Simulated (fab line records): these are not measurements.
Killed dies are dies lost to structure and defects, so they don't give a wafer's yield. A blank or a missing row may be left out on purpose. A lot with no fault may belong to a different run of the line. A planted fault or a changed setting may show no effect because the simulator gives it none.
Struck lot and sound lot, side by side || flow nand-harc || 15 steps out of a route of 1302
Sound: the wafers L536.2, L536.3, L536.5. The struck wafers were L541.3, L541.4, L541.5. At the end, the cause is stated.
Order at every step that has rows: each side's tool, ch and its chambers, its first start. Under that, the readings that differ: sound wafers || struck wafers || difference of the means || sigmas: that difference in standard deviations of wafers without a fault.
alike: a reading whose means differ by less than 2 such deviations, as well as words and numbers matching on both sides. not compared: withheld readings; readings where some wafer has no value; bounds like >300 that might hide an equal value; numbers whose values overlap and for which the record gives no deviation.
A row with sigmas, a row that says differs or no value, or rows on one side alone: a step with any of these is where the two part. Non-overlapping numbers with no deviation appear without sigmas and do not part them. Lack of a reading on every wafer of one side parts them only where that side has two or more wafers.

first, 1 step without rows for these wafers: NHARC_A_ONON_D1_DEP_06 (target thk 1000 nm).
NHARC_A_ONON_D1_THK_MEAS_08: measures by ellipsometry.
  struck on film-metro-02, day 12 06:07; sound on film-metro-01, day 10 00:43
{"reading": "thk-nm (nm)", "sound": "1017 1015 1015", "struck": "979 979 980", "difference": -36, "sigmas": -4}
then NHARC_A_ONON_D1_DEP_09 (target thk 1000 nm), 1 step lacking rows for these wafers.
NHARC_A_ONON_D1_THK_MEAS_11: measures by ellipsometry.
  struck on film-metro-01, day 12 06:40; sound on film-metro-01, day 10 01:17
  alike: thk-nm
then NHARC_A_ONON_D1_DEP_12 (target thk 1000 nm), 1 step lacking rows for these wafers.
NHARC_A_ONON_D1_THK_MEAS_14: measures by ellipsometry.
  struck on film-metro-01, day 12 07:14; sound on film-metro-01, day 10 01:51
  alike: thk-nm
then, 2 steps without rows for these wafers: NHARC_A_ONON_D1_ANNEAL_15 (time 3600 s); NHARC_A_ONON_D1_DEP_16 (target thk 1000 nm).
NHARC_A_ONON_D1_THK_MEAS_18: measures by ellipsometry.
  struck on film-metro-01, day 12 15:02; sound on film-metro-01, day 10 10:23
  alike: thk-nm
then NHARC_A_ONON_D1_DEP_19 (target thk 1000 nm), 1 step lacking rows for these wafers.
NHARC_A_ONON_D1_THK_MEAS_21: measures by ellipsometry.
  struck on film-metro-02, day 12 15:36; sound on film-metro-01, day 10 10:57
  alike: thk-nm
NHARC_A_ONON_D1_DEP_22: target thk 1000 nm.
  sound on pecvd-onon-02 ch 0, day 10 11:04; struck on pecvd-onon-02 ch 0, day 12 15:47
NHARC_A_ONON_D1_THK_MEAS_24: measures by ellipsometry.
  struck on film-metro-02, day 12 16:10; sound on film-metro-01, day 10 11:31
{"reading": "thk-nm (nm)", "sound": "985 986 986", "struck": "706 708 709", "difference": -278, "sigmas": -32}
then NHARC_A_ONON_D1_DEP_25 (target thk 1000 nm), 1 step lacking rows for these wafers.
-- break in the record here, with 16 days between the starts of the struck wafers on either side (left off in module A_ONON_D1, picked up again in module END, where the first step shown is number 1302 on the route) --
NHARC_END_SORT_01:
  sound on prober-02 ch 0, day 26 15:45; struck on prober-01 ch 0, day 28 23:12
{"reading": "killed-at-array", "sound": "82 93 62", "struck": "664 671 668", "difference": "+589", "sigmas": "+29"}
{"reading": "killed-at-periphery", "sound": "1 2 2", "struck": "11 6 8", "difference": "+7", "sigmas": "+2"}
{"reading": "killed-dies", "sound": "83 95 64", "struck": "677 677 677", "difference": "+596", "sigmas": "+28"}
  alike: killed-at-other, killed-open, killed-short

WHERE THEY PART
First at NHARC_A_ONON_D1_THK_MEAS_08; last, within this record, at NHARC_END_SORT_01.

WHY: the cause the simulator had injected
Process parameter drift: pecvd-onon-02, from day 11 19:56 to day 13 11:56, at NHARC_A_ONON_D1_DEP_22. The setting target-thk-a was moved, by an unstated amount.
